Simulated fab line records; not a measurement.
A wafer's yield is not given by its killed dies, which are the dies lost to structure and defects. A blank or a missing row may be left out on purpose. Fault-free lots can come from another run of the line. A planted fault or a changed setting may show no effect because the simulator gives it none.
The tool behind it: which one? | flow nandHarc | 20 lots, 60 wafers sampled, at 3 steps of a route of 1302

WHAT THE GAUGES SHOWED, per wafer
NHARC_A_CONTACT_CD_MEAS_42 targets a cd of 300 nm.
lot  | measured     | on       | cdNm (nm)
L074 | day 21 11:48 | cdSem-03 | 300.8 300.4 300.7
L076 | day 22 05:48 | cdSem-01 | 299.2 299.9 299.8
L075 | day 22 06:01 | cdSem-02 | 298.7 299.5 299.5
L077 | day 22 09:10 | cdSem-01 | 299.4 299.6 299.5
L078 | day 22 13:19 | cdSem-01 | 300.4 299.8 299.0
L079 | day 23 14:46 | cdSem-01 | 301.4 300.9 299.8
L081 | day 24 07:18 | cdSem-03 | 299.7 298.3 300.2
L080 | day 24 07:27 | cdSem-01 | 300.1 299.7 299.0
L082 | day 24 18:25 | cdSem-03 | 299.9 300.4 298.7
L084 | day 25 16:31 | cdSem-02 | 298.6 299.0 299.1
L087 | day 26 12:50 | cdSem-03 | 299.6 299.6 298.8
L085 | day 26 13:06 | cdSem-01 | 300.0 299.5 300.2
L086 | day 26 23:40 | cdSem-01 | 298.8 301.0 299.9
L090 | day 27 20:13 | cdSem-02 | 299.2 299.5 300.2
L091 | day 27 20:02 | cdSem-03 | 299.9 299.3 298.6
L088 | day 28 05:50 | cdSem-01 | 300.4 300.3 299.6
L092 | day 28 22:48 | cdSem-03 | 299.6 299.9 299.2
L093 | day 28 22:09 | cdSem-03 | 299.7 300.4 300.7
L094 | day 29 16:34 | cdSem-03 | 300.1 300.9 299.8
L096 | day 30 07:01 | cdSem-01 | 300.6 299.4 300.5

WHICH TOOL RAN EACH LOT (tool, then ch and the chambers of the sampled wafers, then the start)
lot  | NHARC_A_SLIT_ETCH_15                         | NHARC_A_WL_FILL_ALD_02
L074 | rieDiel-13 ch 0,1,2, day 20 11:32 or earlier | aldMetal-03 ch 2,3, day 20 11:32
L076 | rieDiel-01 ch 2,3, day 21 03:42 or earlier   | aldMetal-01 ch 0,3, day 21 03:42
L075 | rieDiel-13 ch 0,2, day 21 03:32 or earlier   | aldMetal-03 ch 0,1, day 21 03:32
L077 | rieDiel-05 ch 1,3, day 21 07:40 or earlier   | aldMetal-04 ch 0,1, day 21 07:40
L078 | rieDiel-01 ch 0,3, day 21 13:42 or earlier   | aldMetal-03 ch 0,1,3, day 21 13:42
L079 | rieDiel-05 ch 0,1,2, day 22 15:07 or earlier | aldMetal-03 ch 0,1, day 22 15:07
L081 | rieDiel-01 ch 0,1,2, day 23 07:13 or earlier | aldMetal-04 ch 1,3, day 23 07:13
L080 | rieDiel-05 ch 0,2,3, day 23 06:53 or earlier | aldMetal-03 ch 0,2, day 23 06:53
L082 | rieDiel-05 ch 0,2,3, day 23 18:16 or earlier | aldMetal-03 ch 0,2,3, day 23 18:16
L084 | rieDiel-13 ch 0,2,3, day 24 15:13 or earlier | aldMetal-04 ch 0,1,3, day 24 15:13
L087 | rieDiel-05 ch 0,1,2, day 25 11:48 or earlier | aldMetal-01 ch 0,1,2, day 25 11:48
L085 | rieDiel-01 ch 0,2,3, day 25 11:49 or earlier | aldMetal-03 ch 0,2, day 25 11:49
L086 | rieDiel-13 ch 0,1,2, day 25 21:36 or earlier | aldMetal-04 ch 0,1,3, day 25 21:36
L090 | rieDiel-01 ch 0,2, day 26 20:39 or earlier   | aldMetal-01 ch 0,1, day 26 20:39
L091 | rieDiel-05 ch 0,1,2, day 26 20:29 or earlier | aldMetal-03 ch 0,2,3, day 26 20:29
L088 | rieDiel-05 ch 0,3, day 27 06:37 or earlier   | aldMetal-04 ch 1,2, day 27 06:37
L092 | rieDiel-01 ch 0,1,3, day 27 21:09 or earlier | aldMetal-04 ch 0,1, day 27 21:09
L093 | rieDiel-13 ch 0,1, day 27 21:17 or earlier   | aldMetal-03 ch 0,2,3, day 27 21:17
L094 | rieDiel-01 ch 0,1,2, day 28 14:44 or earlier | aldMetal-01 ch 1,2,3, day 28 14:44
L096 | rieDiel-13 ch 1,2, day 29 04:29 or earlier   | aldMetal-03 ch 0,2,3, day 29 04:29
- NHARC_A_SLIT_ETCH_15: etches the open film in O2/COS, target depth 6200 nm, time 1612 s.
- NHARC_A_WL_FILL_ALD_02: deposits TiN, target thk 2 nm, pulse time 3 s, ald cycles 100.

WHAT THE TOOLS THEMSELVES READ (means of the sampled wafers that have a number; where no wafer has one, the mark that the record gives instead)
NHARC_A_SLIT_ETCH_15.
lot  | tool       | chamberPressureMTorr (mTorr) | drypumpMotorCurrentA (A) | oesProductAu (a.u.) | rfVppV (V) | showerheadPlenumPTorr (Torr) | throttleValvePct (%)
L074 | rieDiel-13 | 20.000                       | 5.8                      | 1.015               | 314.6      | 3.14                         | 28.328
L076 | rieDiel-01 | 19.998                       | 5.6                      | 0.996               | 313.7      | 3.14                         | 28.333
L075 | rieDiel-13 | 20.001                       | 5.8                      | 1.011               | 313.7      | 3.09                         | 28.336
L077 | rieDiel-05 | 19.999                       | 6.3                      | 1.010               | 314.8      | 3.19                         | 28.334
L078 | rieDiel-01 | 20.011                       | 5.8                      | 1.010               | 311.4      | 2.97                         | 28.328
L079 | rieDiel-05 | 20.002                       | 5.9                      | 1.005               | 315.7      | 3.25                         | 28.325
L081 | rieDiel-01 | 19.993                       | 5.5                      | 0.999               | 315.5      | 3.17                         | 28.330
L080 | rieDiel-05 | 20.001                       | 5.9                      | 0.997               | 316.3      | 3.30                         | 28.334
L082 | rieDiel-05 | 20.000                       | 5.9                      | 0.994               | 316.9      | 3.30                         | 28.328
L084 | rieDiel-13 | 19.994                       | 5.7                      | 1.000               | 312.2      | 3.06                         | 28.326
L087 | rieDiel-05 | 19.995                       | 5.9                      | 1.000               | 315.8      | 3.25                         | 28.325
L085 | rieDiel-01 | 20.020                       | 5.6                      | 0.997               | 312.4      | 3.06                         | 28.328
L086 | rieDiel-13 | 20.011                       | 5.8                      | 1.009               | 314.9      | 3.14                         | 28.330
L090 | rieDiel-01 | 20.004                       | 5.5                      | 0.994               | 313.6      | 3.08                         | 28.319
L091 | rieDiel-05 | 20.007                       | 5.9                      | 1.004               | 316.0      | 3.25                         | 28.318
L088 | rieDiel-05 | 19.993                       | 5.9                      | 1.000               | 316.5      | 3.28                         | 28.337
L092 | rieDiel-01 | 20.016                       | 5.7                      | 0.988               | 313.2      | 3.07                         | 28.326
L093 | rieDiel-13 | 20.000                       | 5.9                      | 1.007               | 312.5      | 3.06                         | 28.326
L094 | rieDiel-01 | 19.988                       | 5.5                      | 0.996               | 314.6      | 3.17                         | 28.318
L096 | rieDiel-13 | 20.010                       | 5.8                      | 1.013               | 314.9      | 3.21                         | 28.328

NHARC_A_WL_FILL_ALD_02.
lot  | tool        | heaterPowerW (W) | precursorPulseHeightRel
L074 | aldMetal-03 | 988              | 1.005
L076 | aldMetal-01 | 1140             | 1.012
L075 | aldMetal-03 | 1055             | 0.987
L077 | aldMetal-04 | 1024             | 0.991
L078 | aldMetal-03 | 1031             | 1.005
L079 | aldMetal-03 | 1061             | 0.970
L081 | aldMetal-04 | 1073             | 1.002
L080 | aldMetal-03 | 1106             | 0.988
L082 | aldMetal-03 | 1036             | 1.000
L084 | aldMetal-04 | 1044             | 1.012
L087 | aldMetal-01 | 1189             | 1.011
L085 | aldMetal-03 | 1099             | 1.002
L086 | aldMetal-04 | 1054             | 0.994
L090 | aldMetal-01 | 1069             | 0.986
L091 | aldMetal-03 | 1039             | 1.016
L088 | aldMetal-04 | 1115             | 1.015
L092 | aldMetal-04 | 1037             | 1.024
L093 | aldMetal-03 | 1023             | 0.987
L094 | aldMetal-01 | 1204             | 0.995
L096 | aldMetal-03 | 1043             | 1.011

THE ANSWER, worked out from the rows above alone
Rule: the usual values come from the lots themselves. Put in order of their means at a reading, lots are off if they are a third of the lots or fewer, leave a main group of 4 or more, and stand apart from it by a gap of 3 or more times the standard deviation of the main group's means; of several such gaps the widest counts. Not used: any main group whose means are identical at the precision the tables above print for the reading. A lot without any number at a reading at which 4 lots or more have one is off too. All remaining lots with rows at the step are treated as sound. After the gauges, taken in route order, come the tools' own readings; for these a lot's mean is taken, as printed above. The first step at which some lot is off is used, and at that step the reading that is off furthest; a lot without a number counts as furthest.
Across all readings shown, no lot is off: no conclusion can be drawn from this.

WHAT HAD BEEN PUT IN BY THE SIMULATOR
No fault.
